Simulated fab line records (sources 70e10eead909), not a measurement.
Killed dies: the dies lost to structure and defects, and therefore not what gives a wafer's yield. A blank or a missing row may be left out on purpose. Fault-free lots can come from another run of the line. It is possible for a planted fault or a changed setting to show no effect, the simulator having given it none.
fab line records ; flow nand-harc ; part 2 of 2: steps 35 to 47 of 47
[record] lots = 5; wafers = 15; last-day = 24
route steps=1159 shown P_STI@91 P_GATE@110
lots that met no fault: from a run of the same line without faults
start-h: hours from the record's opening day to when the first of the lot's shown wafers began ; wait-h: hours from the lot's prior step to this one ; " same as the row above ; L1.1+2: a row that stands for several wafers ; - no value, or no start given ; * or withheld: withheld ; < > ~ a bound
route shown NAME@n: names a module that has steps shown in the file, with the first one's number in the route ; usual: average and standard deviation across the fault-free wafers ; same: alike in all rows ; chamber/n: place in a boat ; sites: readings site by site ; _std_site: the standard deviation of these ; _edge_site: the outer-site mean with the inner-site mean subtracted ; radius-mm: how far each site lies from the wafer's centre ; mask NAME#n: copy n ; behind: the last tool/chamber to shape the wafer ; hold: why the lot went on hold/how many hours it stayed there/how the hold came to an end ; device: the transistor (n, p or np) that didn't switch ; end of line: the tests these same wafers got at the end of their route ; where a step has no rows: the recipe by itself ; killed: not the wafer's yield, but the dies lost to structure and defects at the first sort ; map: dies across one wafer; x = killed, . = not, _ = none there
set.NAME: the run value of the setting; set.NAME@STEP: its run value at that earlier step ; model.NAME: the simulator's own value behind a step, which no gauge read
lots at some steps of the route; a table a step, a row a wafer
services: when a tool's chamber went out of use (start-h, in hours from the record's first day, below 0 if earlier), for how many hours, and the reason
[[steps]]
[step NHARC_P_GATE_STRIP_15]
[recipe] time-s = 780; temp-c = 130; chemistry = SPM
lot.wafer;tool;chamber;start-h;wait-h
L082.1+5+6;wet-bench-03;3,4,7;125.40;0.0
L086.4+2+1;wet-bench-06;6,2,3;153.07;0.0
L090.3+2+5;wet-bench-03;3,4,0;167.18;0.0
L092.2+5+6;wet-bench-04;7,0,2;183.32;0.0
L095.3+1+4;wet-bench-03;7,3,4;198.56;0.0
[step NHARC_P_GATE_PRECLEAN_71]
[recipe] time-s = *; temp-c = 50; bath-age-min = 0; chemistry = SC1
lot.wafer;tool;chamber;start-h;wait-h
L082.1+5+6;wet-bench-03;3,4,7;-;-
L086.4+2+1;wet-bench-06;6,2,3;-;-
L090.3+2+5;wet-bench-03;3,4,0;-;-
L092.2+5+6;wet-bench-04;7,0,2;-;-
L095.3+1+4;wet-bench-03;7,3,4;-;-
[step NHARC_P_GATE_SRD_72]
lot.wafer;tool;chamber;start-h;wait-h
L082.1+5+6;wet-bench-03;3,4,7;-;-
L086.4+2+1;wet-bench-06;6,2,3;-;-
L090.3+2+5;wet-bench-03;3,4,0;-;-
L092.2+5+6;wet-bench-04;7,0,2;-;-
L095.3+1+4;wet-bench-03;7,3,4;-;-
[step NHARC_P_GATE_OXIDE_16]
[recipe] target-thk-a = 30; temp-c = 875; ox-time-s = 392; material = SiO2
[same] ox-time-s = 392
lot.wafer;tool;chamber;start-h;wait-h
L082.1+5+6;furnace-03;0;130.42;-
L086.1+2+4;furnace-04;0;156.19;-
L090.2+3+5;furnace-02;0;170.54;-
L092.2+5+6;furnace-04;0;186.42;-
L095.1+3+4;furnace-04;0;202.23;-
[step NHARC_P_GATE_CVD_17]
[recipe] target-thk-a = 1500; temp-c = 620; time-s = 900; material = poly-Si
lot.wafer;tool;chamber;start-h;wait-h
L082.1+5+6;lpcvd-poly-04;0;136.67;2.7
L086.1+2+4;lpcvd-poly-04;0;162.49;2.7
L090.2+3+5;lpcvd-poly-03;0;176.61;2.5
L092.2+5+6;lpcvd-poly-04;0;192.70;2.7
L095.1+3+4;lpcvd-poly-04;0;208.50;2.7
[step NHARC_P_GATE_HM_DEP_102]
[recipe] target-thk-a = 1200; temp-c = 400; material = aC
[usual] throttle-valve-pct = 34.999/0.0085
lot.wafer;tool;chamber;start-h;wait-h;throttle-valve-pct
L082.1;acl-dep-02;0;139.27;0.4;35.002
L082.5;acl-dep-02;0;139.27;0.4;35.005
L082.6;acl-dep-02;0;139.27;0.4;34.991
L086.1;acl-dep-03;0;165.98;1.2;35.006
L086.2;acl-dep-03;0;165.98;1.2;34.997
L086.4;acl-dep-03;0;165.98;1.2;35.016
L090.2;acl-dep-01;0;183.96;5.1;35.006
L090.3;acl-dep-01;0;183.96;5.1;34.998
L090.5;acl-dep-01;0;183.96;5.1;35.004
L092.2;acl-dep-03;0;195.41;0.5;35.002
L092.5;acl-dep-03;0;195.41;0.5;35.002
L092.6;acl-dep-03;0;195.41;0.5;35.000
L095.1;acl-dep-01;0;211.18;0.4;34.997
L095.3;acl-dep-01;0;211.18;0.4;35.005
L095.4;acl-dep-01;0;211.18;0.4;35.003
[step NHARC_P_GATE_DEP_103]
[recipe] target-thk-a = 300; target-thk-nm = 30; temp-c = 400; flow-sccm = 200; rf-w = 350; material = SiON
[usual] heater-power-w = 774/86
lot.wafer;tool;chamber;start-h;wait-h;heater-power-w
L082.1;pecvd-01;1;139.99;0.6;802
L082.6;pecvd-01;0;139.99;0.6;956
L082.5;pecvd-01;1;139.99;0.6;802
L086.2;pecvd-01;2;166.66;0.5;807
L086.1;pecvd-01;1;166.66;0.5;665
L086.4;pecvd-01;2;166.66;0.5;811
L090.3;pecvd-04;1;184.72;0.5;865
L090.2;pecvd-04;2;184.72;0.5;862
L090.5;pecvd-04;1;184.72;0.5;877
L092.2;pecvd-02;2;195.99;0.5;828
L092.5;pecvd-02;1;195.99;0.5;637
L092.6;pecvd-02;2;195.99;0.5;798
L095.1;pecvd-01;2;211.88;0.6;749
L095.3;pecvd-01;0;211.88;0.6;838
L095.4;pecvd-01;2;211.88;0.6;758
[step NHARC_P_GATE_DEHYDRATE_18]
[recipe] temp-c = 150; time-s = 120
[usual] chill-plate-temp-C = 23.00/0.1
lot.wafer;tool;chamber;start-h;wait-h;chill-plate-temp-C
L082.1;litho-track-04;0;140.20;0.2;23.22
L082.5;litho-track-04;0;140.20;0.2;23.09
L082.6;litho-track-04;0;140.20;0.2;23.05
L086.1;litho-track-01;0;166.93;0.2;22.99
L086.2;litho-track-01;0;166.93;0.2;23.03
L086.4;litho-track-01;0;166.93;0.2;23.00
L090.2;litho-track-04;0;185.00;0.2;23.03
L090.3;litho-track-04;0;185.00;0.2;23.05
L090.5;litho-track-04;0;185.00;0.2;23.06
L092.2;litho-track-04;0;196.23;0.2;22.87
L092.5;litho-track-04;0;196.23;0.2;22.97
L092.6;litho-track-04;0;196.23;0.2;22.92
L095.1;litho-track-06;0;212.13;0.2;22.91
L095.3;litho-track-06;0;212.13;0.2;22.98
L095.4;litho-track-06;0;212.13;0.2;23.07
[step NHARC_P_GATE_HMDS_19]
[recipe] time-s = 30
[usual] chill-plate-temp-C = 22.97/0.11
lot.wafer;tool;chamber;start-h;wait-h;chill-plate-temp-C
L082.1;litho-track-04;0;-;-;23.05
L082.5;litho-track-04;0;-;-;22.97
L082.6;litho-track-04;0;-;-;22.94
L086.1;litho-track-01;0;-;-;23.02
L086.2;litho-track-01;0;-;-;22.91
L086.4;litho-track-01;0;-;-;22.88
L090.2;litho-track-04;0;-;-;22.97
L090.3;litho-track-04;0;-;-;22.91
L090.5;litho-track-04;0;-;-;22.80
L092.2;litho-track-04;0;-;-;22.92
L092.5;litho-track-04;0;-;-;22.88
L092.6;litho-track-04;0;-;-;22.99
L095.1;litho-track-06;0;-;-;22.85
L095.3;litho-track-06;0;-;-;22.83
L095.4;litho-track-06;0;-;-;22.79
[step NHARC_P_GATE_COAT_20]
[recipe] spin-rpm = 1500; resist-thk-nm = 90
[usual] chill-plate-temp-C = 23.01/0.095; dispense-pressure-kPa = 49/3.5
lot.wafer;tool;chamber;start-h;wait-h;chill-plate-temp-C;dispense-pressure-kPa
L082.1;litho-track-04;0;-;-;22.88;55
L082.5;litho-track-04;0;-;-;22.91;55
L082.6;litho-track-04;0;-;-;22.82;55
L086.1;litho-track-01;0;-;-;22.93;46
L086.2;litho-track-01;0;-;-;22.86;46
L086.4;litho-track-01;0;-;-;22.84;46
L090.2;litho-track-04;0;-;-;22.84;55
L090.3;litho-track-04;0;-;-;22.95;55
L090.5;litho-track-04;0;-;-;23.01;55
L092.2;litho-track-04;0;-;-;23.12;55
L092.5;litho-track-04;0;-;-;22.91;55
L092.6;litho-track-04;0;-;-;23.03;55
L095.1;litho-track-06;0;-;-;23.05;48
L095.3;litho-track-06;0;-;-;23.05;48
L095.4;litho-track-06;0;-;-;23.08;48
[step NHARC_P_GATE_SOFTBAKE_21]
[recipe] temp-c = 105; time-s = 55
[usual] chill-plate-temp-C = 23.01/0.1
lot.wafer;tool;chamber;start-h;wait-h;chill-plate-temp-C
L082.1;litho-track-04;0;-;-;23.07
L082.5;litho-track-04;0;-;-;22.86
L082.6;litho-track-04;0;-;-;23.00
L086.1;litho-track-01;0;-;-;23.02
L086.2;litho-track-01;0;-;-;23.04
L086.4;litho-track-01;0;-;-;23.06
L090.2;litho-track-04;0;-;-;23.08
L090.3;litho-track-04;0;-;-;23.04
L090.5;litho-track-04;0;-;-;23.16
L092.2;litho-track-04;0;-;-;23.09
L092.5;litho-track-04;0;-;-;23.06
L092.6;litho-track-04;0;-;-;22.96
L095.1;litho-track-06;0;-;-;22.92
L095.3;litho-track-06;0;-;-;23.08
L095.4;litho-track-06;0;-;-;22.97
[step NHARC_P_GATE_EBR_22]
[usual] chill-plate-temp-C = 23.00/0.11
lot.wafer;tool;chamber;start-h;wait-h;chill-plate-temp-C
L082.1;litho-track-04;0;-;-;22.98
L082.5;litho-track-04;0;-;-;23.08
L082.6;litho-track-04;0;-;-;23.15
L086.1;litho-track-01;0;-;-;23.12
L086.2;litho-track-01;0;-;-;23.16
L086.4;litho-track-01;0;-;-;23.02
L090.2;litho-track-04;0;-;-;23.03
L090.3;litho-track-04;0;-;-;22.99
L090.5;litho-track-04;0;-;-;23.02
L092.2;litho-track-04;0;-;-;22.94
L092.5;litho-track-04;0;-;-;22.90
L092.6;litho-track-04;0;-;-;22.96
L095.1;litho-track-06;0;-;-;23.04
L095.3;litho-track-06;0;-;-;23.20
L095.4;litho-track-06;0;-;-;23.08
[step NHARC_P_GATE_EXPOSE_23]
[recipe] na = 1.35; target-cd-nm = 120; dose-mj = 93.91; mask-id = P_GATE
lot.wafer;tool;chamber;start-h;wait-h;mask
L082.1+5+6;arfi-scanner-02;0;140.47;-;P_GATE#0
L086.1+2+4;arfi-scanner-01;0;167.07;-;P_GATE#0
L090.2+3+5;arfi-scanner-03;0;185.27;-;P_GATE#0
L092.2+5+6;arfi-scanner-03;0;196.50;-;P_GATE#0
L095.1+3+4;arfi-scanner-02;0;212.40;-;P_GATE#0
[[services]]
tool;chamber;start-h;hours;kind
litho-track-05;-;62.00;7.0;pm
krf-scanner-04;-;63.52;0.7;repair
cmp-03;-;64.02;0.5;repair
hdpcvd-01;-;70.67;1.9;repair
rie-diel-04;2;83.07;9.1;repair
pecvd-01;2;92.92;4.8;repair
litho-track-01;-;93.00;7.0;pm
wet-bench-07;-;96.00;8.0;pm
hdpcvd-01;-;111.00;13.0;pm
rie-diel-04;-;111.90;9.0;pm
litho-track-06;-;117.00;7.0;pm
wet-bench-06;-;129.60;8.0;pm
litho-track-04;-;141.00;7.0;pm
wet-bench-03;-;146.40;8.0;pm
wet-bench-05;-;152.50;1.0;repair
pecvd-01;-;152.58;4.9;repair
wet-bench-04;-;163.20;8.0;pm
wet-bench-05;-;163.92;2.1;repair
litho-track-02;-;165.00;7.0;pm
pecvd-01;0;191.02;3.6;repair
wet-bench-05;-;196.80;8.0;pm
hdpcvd-01;-;203.05;3.0;repair
rie-diel-04;1;206.97;14.9;repair
hdpcvd-01;-;211.62;1.2;repair
